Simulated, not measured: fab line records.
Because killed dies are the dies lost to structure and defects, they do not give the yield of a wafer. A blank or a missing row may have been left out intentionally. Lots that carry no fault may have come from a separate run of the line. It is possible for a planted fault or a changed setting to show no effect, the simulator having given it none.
fab line records + flow nand-harc
[record]
- lots = 7
- wafers = 21
- last-day = 25
route steps=1159 shown P_CONTACT@237
lots with no fault: from the same line, run without faults
start-h: hours from the record's opening day to when the first of the lot's shown wafers began + wait-h: hours elapsed since this lot's preceding step + " same as the row above + L1.1+2: several wafers, shown together as one row + - value missing, or start not given + * or withheld: withheld + < > ~ a bound
route shown NAME@n: names a module that has steps shown in the file, with the first one's number in the route + usual: average and standard deviation across the fault-free wafers + same: alike in all rows + chamber/n: place in a boat + sites: each site's reading + _std_site: how widely they spread, as a standard deviation + _edge_site: inner sites' mean taken away from outer sites' mean + radius-mm: how far each site lies from the wafer's centre + mask NAME#n: copy n + behind: tool/chamber where the wafer was last shaped + hold: reason for holding the lot/hours on hold/outcome of the hold + device: the n, p or np transistor that did not switch + end of line: the tests these same wafers got at the end of their route + a step with no rows: only its recipe + killed: the dies lost at the first sort to structure and to defects; this is not the yield of the wafer + map: the dies of a wafer, with x for killed, . for not killed, _ for no die there
set.NAME: the setting that was run; set.NAME@STEP: the one run at that earlier step + model.NAME: the simulator's own value behind a step, which no gauge read
lots at selected steps of the route; one table per step, one row per wafer
services: from which hour (start-h, from the record's first day; less than 0 if before it) a tool's chamber was out of use, for how many hours, and why
[[steps]]
[step NHARC_P_CONTACT_ETCH_36]
[recipe]
- target-depth-a = 2600
- over-etch-frac = 0.25
- time-s = 406.25
- ion-energy-ev = 200
- n2-flow-sccm = 150
- h2-flow-sccm = 150
- ar-flow-sccm = 0
- rf-w = 400
- bias-w = 150
- chemistry = N2/H2
[usual]
- drypump-motor-current-A = 5.7/0.51
- oes-product-au = 1.001/0.0093
- rf-vpp-V = 430.4/2.3
- showerhead-plenum-p-Torr = 2.03/0.083
- throttle-valve-pct = 14.171/0.0095
| lot.wafer | tool        | chamber | start-h | wait-h | drypump-motor-current-A | oes-product-au | rf-hours-counter-h | rf-vpp-V | showerhead-plenum-p-Torr | throttle-valve-pct |
|-----------|-------------|---------|---------|--------|-------------------------|----------------|--------------------|----------|--------------------------|--------------------|
| L366.2    | rie-diel-11 | 0       | -       | -      | 6.5                     | 1.007          | 11                 | 426.0    | 1.94                     | 14.186             |
| L366.4    | "           | 1       | "       | "      | 5.0                     | 0.996          | 10                 | 433.0    | 2.16                     | 14.164             |
| L366.5    | "           | 3       | "       | "      | 6.2                     | 0.979          | -                  | 425.9    | 1.93                     | 14.170             |
| L371.1    | rie-diel-01 | 2       | -       | -      | 5.5                     | 1.003          | 0                  | 431.6    | 2.08                     | 14.177             |
| L371.4    | "           | 0       | "       | "      | 5.5                     | 0.998          | 0                  | 430.5    | 2.05                     | 14.168             |
| L371.6    | "           | 2       | "       | "      | 5.5                     | 1.004          | -                  | 430.9    | 2.08                     | 14.182             |
| L375.3    | rie-diel-11 | 0       | -       | -      | 6.4                     | 1.013          | 17                 | 428.3    | 1.94                     | 14.166             |
| L375.2    | "           | 1       | "       | "      | 5.0                     | 0.992          | 15                 | 433.4    | 2.15                     | 14.178             |
| L375.4    | "           | 2       | "       | "      | 5.8                     | 1.005          | 15                 | 430.2    | 2.01                     | 14.176             |
| L376.2    | rie-diel-12 | 3       | -       | -      | 5.2                     | 1.001          | 59                 | 433.6    | 2.16                     | 14.149             |
| L376.4    | "           | 0       | "       | "      | 5.6                     | 0.996          | 60                 | 428.8    | 1.99                     | 14.167             |
| L376.6    | "           | 1       | "       | "      | 6.0                     | 1.009          | -                  | 429.6    | 2.00                     | 14.157             |
| L379.3    | rie-diel-01 | 0       | -       | -      | 5.5                     | 1.006          | 8                  | 430.6    | 2.05                     | 14.171             |
| L379.4    | "           | 1       | "       | "      | 5.1                     | 0.983          | 7                  | 428.9    | 1.96                     | 14.168             |
| L379.5    | "           | 0       | "       | "      | 5.5                     | 1.004          | -                  | 431.1    | 2.05                     | 14.164             |
| L380.2    | rie-diel-11 | 3       | -       | -      | 6.2                     | 1.000          | 1                  | 428.3    | 1.93                     | 14.159             |
| L380.6    | "           | 2       | "       | "      | 5.8                     | 0.993          | -                  | 430.5    | 2.01                     | 14.173             |
| L380.5    | "           | 3       | "       | "      | 6.2                     | 1.008          | -                  | 428.8    | 1.93                     | 14.175             |
| L385.4    | rie-diel-11 | 1       | -       | -      | 5.0                     | 0.995          | 4                  | 433.2    | 2.15                     | 14.175             |
| L385.1    | "           | 3       | "       | "      | 6.2                     | 0.995          | 4                  | 428.9    | 1.93                     | 14.169             |
| L385.2    | "           | 0       | "       | "      | 6.5                     | 1.015          | 4                  | 426.8    | 1.93                     | 14.163             |
[step NHARC_P_CONTACT_ETCH_18]
[recipe]
- target-depth-a = 4810
- time-s = 240.5
- c4f8-flow-sccm = 20
- o2-flow-sccm = 10
- ar-flow-sccm = withheld
- rf-w = 600
- bias-w = 1500
- chemistry = C4F8/O2/Ar
[usual]
- oes-product-au = 0.963/0.015
- rf-vpp-V = 978/5.2
| lot.wafer | tool        | chamber | start-h | wait-h | oes-product-au | rf-hours-counter-h | rf-vpp-V |
|-----------|-------------|---------|---------|--------|----------------|--------------------|----------|
| L366.4    | rie-diel-11 | 2       | -       | -      | 0.984          | 10                 | 975      |
| L366.2    | "           | 0       | "       | "      | 0.970          | 11                 | 970      |
| L366.5    | "           | 1       | "       | "      | 0.975          | -                  | 985      |
| L371.1    | rie-diel-01 | 0       | -       | -      | 0.977          | 0                  | 980      |
| L371.4    | "           | 2       | "       | "      | 0.980          | 0                  | 981      |
| L371.6    | "           | 0       | "       | "      | 0.962          | -                  | 979      |
| L375.3    | rie-diel-11 | 2       | -       | -      | 0.972          | 16                 | 976      |
| L375.4    | "           | 0       | "       | "      | 0.968          | 17                 | 971      |
| L375.2    | "           | 1       | "       | "      | 0.966          | 15                 | 985      |
| L376.2    | rie-diel-12 | 0       | -       | -      | 0.944          | 60                 | 974      |
| L376.4    | "           | 3       | "       | "      | 0.950          | 59                 | 987      |
| L376.6    | "           | 0       | "       | "      | 0.946          | -                  | 975      |
| L379.3    | rie-diel-01 | 1       | -       | -      | 0.983          | 7                  | 973      |
| L379.4    | "           | 2       | "       | "      | 0.977          | 6                  | 980      |
| L379.5    | "           | 1       | "       | "      | 0.985          | -                  | 975      |
| L380.2    | rie-diel-11 | 2       | -       | -      | 0.968          | 2                  | 977      |
| L380.5    | "           | 1       | "       | "      | 0.983          | -                  | 984      |
| L380.6    | "           | 2       | "       | "      | 0.958          | -                  | 976      |
| L385.4    | rie-diel-11 | 3       | -       | -      | 0.948          | 4                  | 972      |
| L385.1    | "           | 0       | "       | "      | 0.990          | 4                  | 971      |
| L385.2    | "           | 1       | "       | "      | 0.976          | 5                  | 983      |
[step NHARC_P_CONTACT_STRIP_37]
[recipe]
- c4f8-flow-sccm = withheld
- o2-flow-sccm = 8
- ar-flow-sccm = withheld
- bias-w = 0
- chemistry = C4F8/O2/Ar
[step NHARC_P_CONTACT_ETCH_31]
[recipe]
- target-depth-a = 300
- time-s = 85.7
- ion-energy-ev = 120
- over-etch-frac = 1
- ch3f-flow-sccm = 50
- o2-flow-sccm = 30
- ar-flow-sccm = 200
- rf-w = 500
- bias-w = 100
- chemistry = CH3F/O2
[usual]
- drypump-motor-current-A = 5.6/0.48
- oes-product-au = 0.983/0.011
- rf-vpp-V = 244.2/1.5
- showerhead-plenum-p-Torr = 2.46/0.093
- throttle-valve-pct = 20.664/0.0096
| lot.wafer | tool        | chamber | start-h | wait-h | drypump-motor-current-A | oes-product-au | rf-hours-counter-h | rf-vpp-V | showerhead-plenum-p-Torr | throttle-valve-pct |
|-----------|-------------|---------|---------|--------|-------------------------|----------------|--------------------|----------|--------------------------|--------------------|
| L366.2    | rie-diel-11 | 3       | -       | -      | 6.2                     | 0.956          | 10                 | 242.9    | 2.34                     | 20.665             |
| L366.4    | "           | 2       | "       | "      | 5.9                     | 0.979          | 10                 | 244.7    | 2.43                     | 20.654             |
| L366.5    | "           | 0       | "       | "      | 6.5                     | 0.977          | -                  | 241.5    | 2.34                     | 20.665             |
| L371.1    | rie-diel-01 | 0       | -       | -      | 5.5                     | 0.991          | 1                  | 244.9    | 2.47                     | 20.674             |
| L371.4    | "           | 1       | "       | "      | 5.1                     | 0.991          | 1                  | 242.8    | 2.38                     | 20.667             |
| L371.6    | "           | 0       | "       | "      | 5.5                     | 0.985          | -                  | 244.2    | 2.47                     | 20.676             |
| L375.2    | rie-diel-12 | 1       | 189.54  | -      | 6.0                     | 0.997          | 60                 | 245.9    | 2.42                     | 20.672             |
| L375.3    | "           | 2       | "       | "      | 5.5                     | 0.979          | 59                 | 247.2    | 2.64                     | 20.661             |
| L375.4    | "           | 3       | "       | "      | 5.2                     | 0.988          | 58                 | 245.3    | 2.60                     | 20.672             |
| L376.4    | rie-diel-12 | 3       | -       | -      | 5.2                     | 0.965          | 59                 | 246.6    | 2.60                     | 20.678             |
| L376.2    | "           | 1       | "       | "      | 6.0                     | 0.980          | 62                 | 242.8    | 2.42                     | 20.671             |
| L376.6    | "           | 2       | "       | "      | 5.6                     | 0.970          | -                  | 246.6    | 2.64                     | 20.658             |
| L379.3    | rie-diel-01 | 3       | -       | -      | 5.2                     | 0.975          | 7                  | 245.2    | 2.52                     | 20.648             |
| L379.4    | "           | 2       | "       | "      | 5.5                     | 0.993          | 6                  | 245.4    | 2.51                     | 20.673             |
| L379.5    | "           | 3       | "       | "      | 5.2                     | 0.982          | -                  | 245.5    | 2.52                     | 20.646             |
| L380.2    | rie-diel-11 | 2       | -       | -      | 5.8                     | 0.977          | 2                  | 244.8    | 2.43                     | 20.655             |
| L380.5    | "           | 3       | "       | "      | 6.2                     | 0.969          | -                  | 242.4    | 2.34                     | 20.660             |
| L380.6    | "           | 0       | "       | "      | 6.5                     | 0.998          | -                  | 243.8    | 2.34                     | 20.675             |
| L385.2    | rie-diel-11 | 2       | -       | -      | 5.8                     | 0.963          | 5                  | 242.6    | 2.43                     | 20.651             |
| L385.1    | "           | 0       | "       | "      | 6.5                     | 0.997          | 4                  | 242.8    | 2.34                     | 20.658             |
| L385.4    | "           | 1       | "       | "      | 5.0                     | 0.996          | 5                  | 246.6    | 2.59                     | 20.649             |
[step NHARC_P_CONTACT_CD_MEAS_19]
[usual]
- cd-nm = 90.2/1.7
| lot.wafer | tool      | chamber | start-h | wait-h | cd-nm |
|-----------|-----------|---------|---------|--------|-------|
| L366.2    | cd-sem-02 | -       | 130.24  | -      | 89.6  |
| L366.4    | "         | -       | "       | "      | 90.3  |
| L366.5    | "         | -       | "       | "      | 90.7  |
| L371.1    | cd-sem-02 | -       | 153.78  | -      | 88.4  |
| L371.4    | "         | -       | "       | "      | 89.2  |
| L371.6    | "         | -       | "       | "      | 88.7  |
| L375.2    | cd-sem-02 | -       | 189.66  | -      | 89.3  |
| L375.3    | "         | -       | "       | "      | 87.7  |
| L375.4    | "         | -       | "       | "      | 89.6  |
| L376.2    | cd-sem-03 | -       | 192.49  | -      | 90.7  |
| L376.4    | "         | -       | "       | "      | 87.9  |
| L376.6    | "         | -       | "       | "      | 89.8  |
| L379.3    | cd-sem-01 | -       | 209.38  | -      | 90.1  |
| L379.4    | "         | -       | "       | "      | 90.2  |
| L379.5    | "         | -       | "       | "      | 90.3  |
| L380.2    | cd-sem-01 | -       | 214.74  | -      | 89.7  |
| L380.5    | "         | -       | "       | "      | 91.2  |
| L380.6    | "         | -       | "       | "      | 89.5  |
| L385.1    | cd-sem-03 | -       | 244.25  | -      | 92.4  |
| L385.2    | "         | -       | "       | "      | 90.8  |
| L385.4    | "         | -       | "       | "      | 91.4  |
[step NHARC_P_CONTACT_STRIP_28]
[recipe]
- o2-flow-sccm = 500
- ar-flow-sccm = 0
- bias-w = 0
- chemistry = O2
[usual]
- drypump-motor-current-A = 5.6/0.46
- oes-product-au = 0.999/0.0097
- rf-vpp-V = 57.9/0.87
- showerhead-plenum-p-Torr = 3.52/0.12
- throttle-valve-pct = 17.036/0.0089
| lot.wafer | tool        | chamber | start-h | wait-h | drypump-motor-current-A | oes-product-au | rf-hours-counter-h | rf-vpp-V | showerhead-plenum-p-Torr | throttle-valve-pct |
|-----------|-------------|---------|---------|--------|-------------------------|----------------|--------------------|----------|--------------------------|--------------------|
| L366.2    | rie-diel-11 | 0       | 130.33  | 0.1    | 6.5                     | 1.001          | 11                 | 57.7     | 3.37                     | 17.020             |
| L366.4    | "           | 1       | "       | "      | 5.0                     | 0.988          | 10                 | 58.5     | 3.71                     | 17.045             |
| L366.5    | "           | 3       | "       | "      | 6.2                     | 0.976          | -                  | 57.0     | 3.36                     | 17.041             |
| L371.4    | rie-diel-01 | 1       | 153.85  | 0.1    | 5.1                     | 0.995          | 1                  | 58.0     | 3.41                     | 17.019             |
| L371.1    | "           | 2       | "       | "      | 5.5                     | 0.997          | 1                  | 56.7     | 3.60                     | 17.031             |
| L371.6    | "           | 2       | "       | "      | 5.5                     | 1.011          | -                  | 57.2     | 3.60                     | 17.040             |
| L375.4    | rie-diel-12 | 1       | 189.75  | 0.1    | 6.0                     | 0.995          | 60                 | 56.3     | 3.47                     | 17.026             |
| L375.3    | "           | 2       | "       | "      | 5.5                     | 0.993          | 59                 | 57.6     | 3.77                     | 17.036             |
| L375.2    | "           | 3       | "       | "      | 5.2                     | 0.985          | 58                 | 57.7     | 3.73                     | 17.036             |
| L376.4    | rie-diel-12 | 3       | 192.59  | 0.1    | 5.2                     | 0.981          | 59                 | 59.4     | 3.73                     | 17.025             |
| L376.2    | "           | 1       | "       | "      | 6.0                     | 0.998          | 62                 | 57.2     | 3.47                     | 17.045             |
| L376.6    | "           | 0       | "       | "      | 5.7                     | 1.006          | -                  | 57.8     | 3.45                     | 17.027             |
| L379.3    | rie-diel-11 | 2       | 209.48  | 0.1    | 5.9                     | 0.980          | 1                  | 57.6     | 3.49                     | 17.037             |
| L379.4    | "           | 3       | "       | "      | 6.3                     | 0.985          | 1                  | 57.7     | 3.36                     | 17.035             |
| L379.5    | "           | 0       | "       | "      | 6.5                     | 1.002          | -                  | 56.7     | 3.36                     | 17.043             |
| L380.2    | rie-diel-01 | 2       | 214.83  | 0.1    | 5.5                     | 1.004          | 7                  | 57.8     | 3.59                     | 17.038             |
| L380.6    | "           | 1       | "       | "      | 5.1                     | 1.003          | -                  | 57.4     | 3.41                     | 17.029             |
| L380.5    | "           | 2       | "       | "      | 5.5                     | 1.004          | -                  | 57.6     | 3.59                     | 17.022             |
| L385.2    | rie-diel-11 | 1       | 244.33  | 0.1    | 5.0                     | 0.987          | 5                  | 58.6     | 3.70                     | 17.027             |
| L385.1    | "           | 3       | "       | "      | 6.3                     | 0.985          | 4                  | 56.5     | 3.36                     | 17.038             |
| L385.4    | "           | 0       | "       | "      | 6.5                     | 1.024          | 4                  | 58.9     | 3.36                     | 17.049             |
[step NHARC_P_CONTACT_STRIP_29]
[recipe]
- time-s = 1200
- temp-c = 72.5
- chemistry = post-etch-residue-remover
[step NHARC_P_CONTACT_DEGAS_38]
[recipe]
- temp-c = 300
- time-s = 60
[step NHARC_P_CONTACT_PRE_CLEAN_39]
[recipe]
- time-s = 19.5
- bias-v = 250
- gas = Ar
[step NHARC_P_CONTACT_PVD_32]
[recipe]
- target-thk-a = 50
- chamber-pressure-pa = 5
- power-w = 5000
- substrate-temp-c = 200
- time-s = 17.7
- material = Ti
[usual]
- substrate-temp-c = 200.02/0.17
- throttle-valve-pct = 30.3/0.95
| lot.wafer | tool           | chamber | start-h | wait-h | substrate-temp-c | throttle-valve-pct |
|-----------|----------------|---------|---------|--------|------------------|--------------------|
| L366.4    | pvd-sputter-02 | -       | -       | -      | 200.22           | 31.6               |
| L366.2    | "              | -       | "       | "      | 199.85           | 30.8               |
| L366.5    | "              | -       | "       | "      | 199.97           | 31.7               |
| L371.1    | pvd-sputter-01 | -       | -       | -      | 199.90           | 28.0               |
| L371.4    | "              | -       | "       | "      | 200.05           | 31.5               |
| L371.6    | "              | -       | "       | "      | 200.10           | 29.4               |
| L375.4    | pvd-sputter-02 | -       | -       | -      | 200.15           | 31.0               |
| L375.2    | "              | -       | "       | "      | 200.07           | 30.1               |
| L375.3    | "              | -       | "       | "      | 199.80           | 30.5               |
| L376.4    | pvd-sputter-02 | -       | -       | -      | 200.09           | 31.2               |
| L376.2    | "              | -       | "       | "      | 199.63           | 31.5               |
| L376.6    | "              | -       | "       | "      | 199.93           | 30.7               |
| L379.3    | pvd-sputter-03 | -       | -       | -      | 200.08           | 29.5               |
| L379.4    | "              | -       | "       | "      | 200.12           | 30.6               |
| L379.5    | "              | -       | "       | "      | 200.09           | 29.4               |
| L380.2    | pvd-sputter-03 | -       | -       | -      | 200.24           | 29.9               |
| L380.6    | "              | -       | "       | "      | 200.26           | 29.6               |
| L380.5    | "              | -       | "       | "      | 200.03           | 29.3               |
| L385.1    | pvd-sputter-03 | -       | -       | -      | 200.13           | 29.4               |
| L385.4    | "              | -       | "       | "      | 200.22           | 29.5               |
| L385.2    | "              | -       | "       | "      | 200.14           | 30.7               |
[step NHARC_P_CONTACT_ALD_22]
[recipe]
- target-thk-a = 30
- pulse-time-s = 1
- ald-cycles = 150
- temp-c = 450
- material = TiN
[step NHARC_P_CONTACT_CVD_23]
[recipe]
- target-thk-a = 2000
- temp-c = 300
- pressure-torr = 40
- wf6-flow-sccm = 40
- h2-flow-sccm = 1600
- ar-flow-sccm = 1560
- time-s = 557
- material = W
[step NHARC_P_CONTACT_CMP_24]
[recipe]
- t-overpolish-s = 30
- target-thk-nm = 200
[usual]
- edge-zone-pressure-frac = 1.000/0.0046
- motor-current-A = 12.3/0.88
- overpolish-run-s = 30.001/0.0089
- time-to-endpoint-s = 40.3/2.8
| lot.wafer | tool   | chamber | start-h | wait-h | edge-zone-pressure-frac | motor-current-A | overpolish-run-s | time-to-endpoint-s |
|-----------|--------|---------|---------|--------|-------------------------|-----------------|------------------|--------------------|
| L366.4    | cmp-04 | 3       | 132.71  | 0.3    | 1.000                   | 11.5            | 30.008           | 38.0               |
| L366.2    | "      | 1       | "       | "      | 1.007                   | 11.8            | 29.992           | 39.0               |
| L366.5    | "      | 2       | "       | "      | 1.004                   | 10.7            | 29.995           | 38.8               |
| L371.1    | cmp-02 | 0       | 155.85  | 0.5    | 0.997                   | 11.6            | 30.012           | 36.5               |
| L371.4    | "      | 1       | "       | "      | 1.001                   | 13.7            | 30.005           | 35.4               |
| L371.6    | "      | 3       | "       | "      | 1.000                   | 12.7            | 30.008           | 40.1               |
| L375.4    | cmp-04 | 2       | 191.50  | 0.3    | 1.003                   | 10.4            | 29.992           | 42.5               |
| L375.3    | "      | 3       | "       | "      | 0.993                   | 11.6            | 29.989           | 40.6               |
| L375.2    | "      | 0       | "       | "      | 0.996                   | 13.3            | 29.993           | 44.9               |
| L376.4    | cmp-02 | 2       | 194.99  | 0.5    | 1.000                   | 12.2            | 29.995           | 23.8               |
| L376.2    | "      | 3       | "       | "      | 1.001                   | 12.3            | 30.005           | 23.0               |
| L376.6    | "      | 2       | "       | "      | 1.007                   | 12.3            | 29.990           | 23.2               |
| L379.3    | cmp-02 | 2       | 218.76  | 0.3    | 1.011                   | 12.3            | 30.000           | 23.1               |
| L379.4    | "      | 0       | "       | "      | 0.999                   | 12.3            | 30.003           | 20.4               |
| L379.5    | "      | 3       | "       | "      | 0.999                   | 12.6            | 29.997           | 23.2               |
| L380.2    | cmp-02 | 0       | 219.81  | 0.5    | 1.000                   | 12.3            | 30.007           | 21.3               |
| L380.6    | "      | 2       | "       | "      | 1.003                   | 12.6            | 29.999           | 24.1               |
| L380.5    | "      | 3       | "       | "      | 1.003                   | 12.9            | 30.000           | 25.0               |
| L385.4    | cmp-03 | 1       | 249.45  | 0.4    | 0.991                   | 12.1            | 29.996           | 40.7               |
| L385.2    | "      | 2       | "       | "      | 0.998                   | 13.1            | 30.006           | 45.2               |
| L385.1    | "      | 0       | "       | "      | 0.993                   | 11.5            | 30.010           | 41.5               |
[[services]]
| tool           | chamber | start-h | hours | kind   |
|----------------|---------|---------|-------|--------|
| rie-diel-01    | 1       | 112.96  | 11.6  | repair |
| rie-diel-01    | 2       | 120.72  | 12.2  | repair |
| pvd-sputter-02 | -       | 125.49  | 1.7   | repair |
| cmp-02         | -       | 128.63  | 4.0   | pm     |
| pvd-sputter-01 | -       | 137.52  | 0.8   | repair |
| rie-diel-01    | -       | 137.80  | 9.0   | pm     |
| cmp-03         | -       | 156.13  | 4.0   | pm     |
| pvd-sputter-01 | -       | 158.09  | 10.0  | pm     |
| rie-diel-11    | 1       | 162.50  | 7.7   | repair |
| cmp-02         | -       | 179.76  | 3.2   | repair |
| cmp-03         | -       | 186.21  | 4.1   | repair |
| rie-diel-11    | -       | 189.50  | 9.0   | pm     |
| rie-diel-01    | -       | 191.69  | 1.1   | repair |
| pvd-sputter-03 | -       | 194.66  | 1.5   | repair |
| pvd-sputter-03 | -       | 199.85  | 2.3   | repair |
| rie-diel-12    | -       | 202.44  | 9.0   | pm     |
| cmp-04         | -       | 203.00  | 4.0   | pm     |
| rie-diel-11    | 3       | 203.84  | 4.4   | repair |
| rie-diel-01    | 0       | 211.93  | 13.9  | repair |
| pvd-sputter-02 | -       | 214.00  | 10.0  | pm     |
| cmp-02         | -       | 226.76  | 4.0   | pm     |
| rie-diel-12    | 1       | 235.84  | 2.4   | repair |
| rie-diel-11    | 0       | 237.25  | 3.6   | repair |
| rie-diel-12    | 0       | 245.72  | 8.6   | repair |
[[key]]
[first-sign]
- step = NHARC_P_CONTACT_CMP_24
- reading = time-to-endpoint-s
- direction = down
- sigmas = 6.3
- usual = *
- struck = *
effect none on later readings
met-at NHARC_P_CONTACT_CMP_24
struck-wafers L376.2,L376.4,L376.6,L379.3,L379.4,L379.5,L380.2,L380.5,L380.6
tester-left-out L376,L379,L380
onset-between 155.85 194.99
[fault]
- kind = process-parameter-drift
- tool = cmp-02
- chamber = -
- onset-h = 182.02
- steps = NHARC_P_CONTACT_CMP_24
- channel = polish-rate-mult
- offset = 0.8
- shape = step
- end-h = 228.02
// tester-left-out: of these lots the tester's yield and bins aren't shown, on N5 and GAA mostly nor the transistor test; their killed dies are dies lost to structure and defects alone, not to doping, threshold or leakage, so they don't give the yield
